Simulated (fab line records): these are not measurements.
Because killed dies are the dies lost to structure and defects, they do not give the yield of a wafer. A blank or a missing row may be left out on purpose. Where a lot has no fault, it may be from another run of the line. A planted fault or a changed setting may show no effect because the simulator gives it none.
fab line records | flow n5_finfet
record: lots: 11 wafers: 31 last_day: 18
route steps=1938 shown BEOL_M13@1711 BEOL_M14@1716
lots untouched by any fault: they come from a run of this same line in which no faults occurred
start_h: start of the lot's first displayed wafer, in hours after the record's first day | wait_h: time in hours since the lot's previous step | " identical to the entry in the row above | L1.1+2: a single row standing in for several wafers | - value missing, or start not given | * or withheld: withheld | < > ~ a bound
route shown NAME@n: names a module that has steps shown in the file, with the first one's number in the route | usual: the fault-free wafers' mean and standard deviation | same: alike in all rows | chamber/n: place in a boat | sites: readings site by site | _std_site: how widely they spread, as a standard deviation | _edge_site: outer sites' mean less inner sites' | radius_mm: for every site, how far away it sits from the centre of the wafer | mask NAME#n: copy n | behind: the most recent tool/chamber to have shaped the wafer | hold: cause of the lot's hold/its duration in hours/its outcome | device: names the non-switching transistor (n, p or np) | end of line: at the end of the route, the tests of the same wafers | for a step that has no rows: nothing shown but its recipe | killed: the dies lost at the first sort to structure and to defects; this is not the yield of the wafer | map: dies across one wafer; x = killed, . = not, _ = none there
set.NAME: setting as actually run; set.NAME@STEP: the setting as run at that earlier step | model.NAME: the simulator's own value behind a step, which no gauge read
steps of the route over a sample of lots; a table a step, a row a wafer
services: the hour from which a tool's chamber was out of use, counted from the record's first day as start_h (under 0 if before that day), plus the number of hours and why
== steps ==
step: N5_BEOL_M13_THK_MEAS_50
recipe: thk_meas_gauge: xrf reads: Cu_of_BEOL_M13_ECD_47
usual: M13_THK: 424/6.5
columns lot.wafer tool chamber start_h wait_h M13_THK[nm]
L721.4 film_metro-02 - 240.21 - 427
L721.5 " - " " 422
L721.6 " - " " 421
L722.1 film_metro-01 - 250.63 - 417
L722.2 " - " " 424
L722.6 " - " " 422
L725.1 film_metro-01 - 271.71 - 424
L725.3 " - " " 428
L725.6 " - " " 422
L726.3 film_metro-02 - 272.24 - 424
L726.4 " - " " 429
L726.6 " - " " 429
L728.1 film_metro-02 - 286.00 - 416
L728.3 " - " " 433
L728.5 " - " " 433
L729.1 film_metro-02 - 298.46 - 426
L729.2 " - " " 430
L729.3 " - " " 411
L732.3 film_metro-01 - 312.77 - 426
L732.4 " - " " 430
L732.6 " - " " 433
L735.3 film_metro-02 - 330.36 - 418
L735.6 " - " " 419
L743.1 film_metro-01 - 382.69 - 426
L743.2 " - " " 423
L743.3 " - " " 424
L741.1 film_metro-02 - 393.72 - 420
L741.2 " - " " 425
L741.6 " - " " 417
L742.1 film_metro-01 - 396.67 - 427
L742.3 " - " " 428
step: N5_BEOL_M14_ILD_DEP_00
recipe: material: SiO2 target_thk_a: 11193 temp_c: 400 precursor: TEOS/O2 pressure_torr: 6.5 rf_w: 900 teos_flow_sccm: 161.4 gas: O2 flow_sccm: 2650 time_s: 237.4
usual: heater_power_w: 515/80 showerhead_plenum_p_Torr: 8.335/0.029 susceptor_temp_C: 400.00/0.22 throttle_valve_pct: 18.8/0.86
columns lot.wafer tool chamber start_h wait_h heater_power_w showerhead_plenum_p_Torr susceptor_temp_C throttle_valve_pct
L721.4 pecvd-04 2 240.51 0.1 303 8.319 399.57 17.7
L721.5 " 1 " " 543 8.342 400.10 18.7
L721.6 " 0 " " 573 8.401 399.87 19.2
L722.1 pecvd-04 0 250.82 0.0 567 8.411 400.11 19.2
L722.2 " 1 " " 488 8.359 400.11 18.7
L722.6 " 2 " " 375 8.319 399.71 17.9
L725.1 pecvd-02 0 271.90 0.0 448 8.297 399.84 19.2
L725.3 " 2 " " 521 8.304 399.93 18.0
L725.6 " 0 " " 529 8.315 399.76 19.5
L726.3 pecvd-02 0 272.44 0.0 427 8.322 400.15 19.2
L726.4 " 1 " " 506 8.352 399.72 18.2
L726.6 " 0 " " 520 8.336 400.11 19.2
L728.1 pecvd-03 2 286.19 0.0 535 8.327 399.99 17.4
L728.3 " 1 " " 480 8.315 399.71 19.9
L728.5 " 2 " " 606 8.346 399.65 17.6
L729.1 pecvd-02 0 298.66 0.0 561 8.305 400.04 19.3
L729.2 " 1 " " 482 8.345 399.56 18.2
L729.3 " 2 " " 674 8.303 400.30 18.3
L732.3 pecvd-04 0 312.97 0.0 542 8.397 400.10 19.6
L732.4 " 2 " " 304 8.309 400.15 18.0
L732.6 " 1 " " 404 8.363 399.84 19.1
L735.3 pecvd-02 1 330.55 0.0 532 8.342 399.87 18.0
L735.6 " 0 " " 535 8.308 399.49 19.1
L743.1 pecvd-02 0 382.88 0.0 566 8.324 400.39 19.3
L743.2 " 2 " " 600 8.303 400.45 18.5
L743.3 " 1 " " 513 8.336 400.22 18.2
L741.1 pecvd-03 0 393.95 0.0 484 8.376 400.20 20.0
L741.2 " 2 " " 637 8.342 399.93 17.9
L741.6 " 2 " " 513 8.335 399.69 17.4
L742.1 pecvd-03 1 396.89 0.0 433 8.327 400.39 19.8
L742.3 " 2 " " 568 8.338 399.78 17.7
step: N5_BEOL_M14_STRIP_64
recipe: chemistry: O2 power_w: 600 temp_c: 60 pressure_mtorr: 30 rf_frequency_hz: 6e+07 bias_power_w: 0 overash_fraction: 0.3 o2_flow_sccm: 225
usual: drypump_motor_current_A: 5.8/0.43 oes_product_au: 0.82/0.086 rf_vpp_V: 3.6/0.45 showerhead_plenum_p_Torr: 2.12/0.071 throttle_valve_pct: 16.61/0.24
same: bias_power_w: 0
columns lot.wafer tool chamber start_h wait_h drypump_motor_current_A oes_product_au rf_hours_counter_h rf_vpp_V showerhead_plenum_p_Torr throttle_valve_pct
L721.4 rie_diel-03 1 - - 5.8 0.83 56 3.4 2.12 16.64
L721.5 " 0 " " 5.8 0.69 - 4.1 2.17 16.51
L721.6 " 3 " " 5.5 0.90 - 4.0 2.07 16.72
L722.1 rie_diel-04 2 - - 5.5 0.70 211 2.8 2.01 16.83
L722.2 " 1 " " 6.1 0.81 91 4.2 2.10 16.45
L722.6 " 1 " " 6.1 0.82 - 4.6 2.10 16.45
L725.1 rie_diel-04 3 - - 5.7 0.89 24 3.9 2.16 16.60
L725.3 " 0 " " 6.4 0.92 18 2.9 2.14 16.85
L725.6 " 0 " " 6.4 0.92 - 3.5 2.14 16.86
L726.3 rie_diel-04 3 - - 5.7 0.89 24 3.0 2.16 16.60
L726.4 " 2 " " 5.4 0.69 - 3.7 2.01 16.84
L726.6 " 0 " " 6.3 0.93 - 3.7 2.14 16.86
L728.1 rie_diel-05 2 - - 5.1 0.85 57 3.5 2.20 16.20
L728.3 " 1 " " 5.6 0.67 246 3.5 1.96 16.66
L728.5 " 0 " " 6.6 0.77 - 3.8 2.18 16.73
L729.1 rie_diel-05 1 - - 5.6 0.67 252 3.5 1.96 16.68
L729.2 " 2 " " 5.1 0.84 63 4.0 2.19 16.21
L729.3 " 0 " " 6.6 0.77 149 3.8 2.18 16.75
L732.3 rie_diel-03 0 - - 5.8 0.93 16 4.2 2.16 16.14
L732.4 " 2 " " 5.9 0.91 26 4.5 2.22 16.26
L732.6 " 1 " " 5.7 0.79 - 3.8 2.10 16.71
L735.3 rie_diel-05 3 - - 5.7 0.95 9 3.7 2.08 16.42
L735.6 " 3 " " 5.7 0.95 - 4.0 2.08 16.44
L743.1 rie_diel-04 0 - - 6.4 0.86 56 3.3 2.13 16.94
L743.2 " 3 " " 5.7 0.84 63 3.8 2.14 16.67
L743.3 " 1 " " 6.1 0.79 134 3.7 2.09 16.54
L741.1 rie_diel-03 1 - - 5.8 0.76 111 3.4 2.10 16.75
L741.2 " 2 " " 5.9 0.87 52 3.7 2.21 16.31
L741.6 " 2 " " 5.9 0.87 - 3.0 2.21 16.30
L742.1 rie_diel-05 3 - - 5.7 0.90 33 3.8 2.07 16.46
L742.3 " 1 " " 5.6 0.91 21 4.1 2.21 16.32
step: N5_BEOL_M14_EXPOSE_25
recipe: mask_id: M14 na: 0.8 source_shape: annular sigma_inner: 0.5 sigma_outer: 0.8 polarization: unpolarized target_cd_nm: 280 dose_mj: 26.6
usual: focus_offset_nm: 0.0/0.58 reticle_temp_C: 22.98/0.12
columns lot.wafer tool chamber start_h wait_h mask focus_offset_nm reticle_temp_C
L721.4 krf_scanner-02 0 241.85 - M14#0 -0.1 23.06
L721.5 " 0 " " M14#0 -1.1 23.11
L721.6 " 0 " " M14#0 0.3 22.96
L722.1 krf_scanner-02 0 252.12 - M14#0 -0.9 23.12
L722.2 " 0 " " M14#0 -0.5 23.19
L722.6 " 0 " " M14#0 -0.5 23.17
L725.1 krf_scanner-02 0 273.09 - M14#0 -0.9 22.79
L725.3 " 0 " " M14#0 -0.6 22.89
L725.6 " 0 " " M14#0 0.7 22.78
L726.3 krf_scanner-02 0 273.62 - M14#0 -0.8 22.93
L726.4 " 0 " " M14#0 0.1 22.93
L726.6 " 0 " " M14#0 -0.8 22.96
L728.1 krf_scanner-02 0 287.36 - M14#0 0.5 23.16
L728.3 " 0 " " M14#0 0.7 23.15
L728.5 " 0 " " M14#0 -0.4 23.23
L729.1 krf_scanner-02 0 300.19 - M14#0 -0.4 22.92
L729.2 " 0 " " M14#0 -0.4 23.08
L729.3 " 0 " " M14#0 -0.4 23.10
L732.3 krf_scanner-02 0 314.40 - M14#0 0.1 23.03
L732.4 " 0 " " M14#0 -0.1 23.10
L732.6 " 0 " " M14#0 0.0 23.04
L735.3 krf_scanner-02 0 331.99 - M14#0 0.2 22.94
L735.6 " 0 " " M14#0 -0.6 22.93
L743.1 krf_scanner-01 0 384.31 - M14#0 -0.2 22.88
L743.2 " 0 " " M14#0 0.8 22.88
L743.3 " 0 " " M14#0 -0.4 22.96
L741.1 krf_scanner-01 0 395.33 - M14#0 -0.1 22.82
L741.2 " 0 " " M14#0 -0.2 23.02
L741.6 " 0 " " M14#0 0.0 22.98
L742.1 krf_scanner-02 0 398.19 - M14#0 0.8 22.79
L742.3 " 0 " " M14#0 0.1 22.84
step: N5_BEOL_M14_CD_MEAS_28
recipe: target_cd_nm: 284.4 landing_energy_ev: 500 detector: se_inlens
usual: cd_nm: 284.9/1.7
columns lot.wafer tool chamber start_h wait_h cd_nm
L721.4 cd_sem-03 0 242.00 - 286.0
L721.5 " 0 " " 285.9
L721.6 " 0 " " 285.9
L722.1 cd_sem-01 0 252.29 - 284.9
L722.2 " 0 " " 284.8
L722.6 " 0 " " 284.2
L725.1 cd_sem-02 0 273.26 - 286.7
L725.3 " 0 " " 286.9
L725.6 " 0 " " 285.4
L726.3 cd_sem-01 0 273.78 - 286.9
L726.4 " 0 " " 286.9
L726.6 " 0 " " 284.2
L728.1 cd_sem-01 0 287.54 - 284.3
L728.3 " 0 " " 284.7
L728.5 " 0 " " 285.2
L729.1 cd_sem-01 0 300.36 - 281.6
L729.2 " 0 " " 295.5
L729.3 " 0 " " 291.0
L732.3 cd_sem-03 0 314.57 - 295.4
L732.4 " 0 " " 287.1
L732.6 " 0 " " 285.4
L735.3 cd_sem-03 0 332.15 - 292.4
L735.6 " 0 " " 281.9
L743.1 cd_sem-03 0 384.48 - 285.4
L743.2 " 0 " " 286.2
L743.3 " 0 " " 286.9
L741.1 cd_sem-03 0 395.51 - 285.8
L741.2 " 0 " " 285.4
L741.6 " 0 " " 285.4
L742.1 cd_sem-02 0 398.36 - 287.1
L742.3 " 0 " " 286.4
== services ==
columns tool chamber start_h hours kind
pecvd-04 1 216.87 14.9 repair
krf_scanner-02 - 219.19 1.3 pm
pecvd-04 - 222.72 0.5 repair
pecvd-03 1 236.93 4.2 repair
rie_diel-03 3 248.74 6.3 repair
rie_diel-04 3 251.44 4.5 repair
rie_diel-05 3 256.33 3.1 repair
rie_diel-03 2 262.22 1.6 repair
pecvd-04 - 270.16 2.9 repair
rie_diel-04 1 270.31 3.5 repair
krf_scanner-01 - 272.11 3.6 pm
krf_scanner-01 - 277.12 1.3 pm
krf_scanner-02 - 279.21 1.0 pm
pecvd-04 2 282.31 4.7 repair
rie_diel-03 2 283.29 16.3 repair
pecvd-04 - 290.23 1.7 repair
rie_diel-05 2 309.40 3.4 repair
rie_diel-05 3 320.86 5.4 repair
rie_diel-03 1 344.53 6.7 repair
rie_diel-04 0 355.13 2.6 repair
krf_scanner-02 - 361.94 0.8 pm
rie_diel-05 2 371.44 6.7 repair
rie_diel-05 1 376.36 4.9 repair
krf_scanner-02 - 395.09 1.3 pm
== key ==
first_sign: step: N5_BEOL_M14_CD_MEAS_28 reading: cd_nm direction: up sigmas: 5.1 usual: 284.9 struck: 293.6
effect none on later readings
met_at N5_BEOL_M14_EXPOSE_25
struck_lots L729,L732,L735
struck_wafers L729.2,L729.3,L732.3,L735.3
not_acting_at N5_BEOL_M13_THK_MEAS_50,N5_BEOL_M14_ILD_DEP_00,N5_BEOL_M14_STRIP_64
onset_between 287.36 300.19
fault: kind: process_parameter_drift tool: krf_scanner-02 chamber: - onset_h: 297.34 steps: N5_BEOL_M14_EXPOSE_25 channel: focus_nm offset: 240.66 shape: step end_h: 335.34 scope: struck_wafers_only
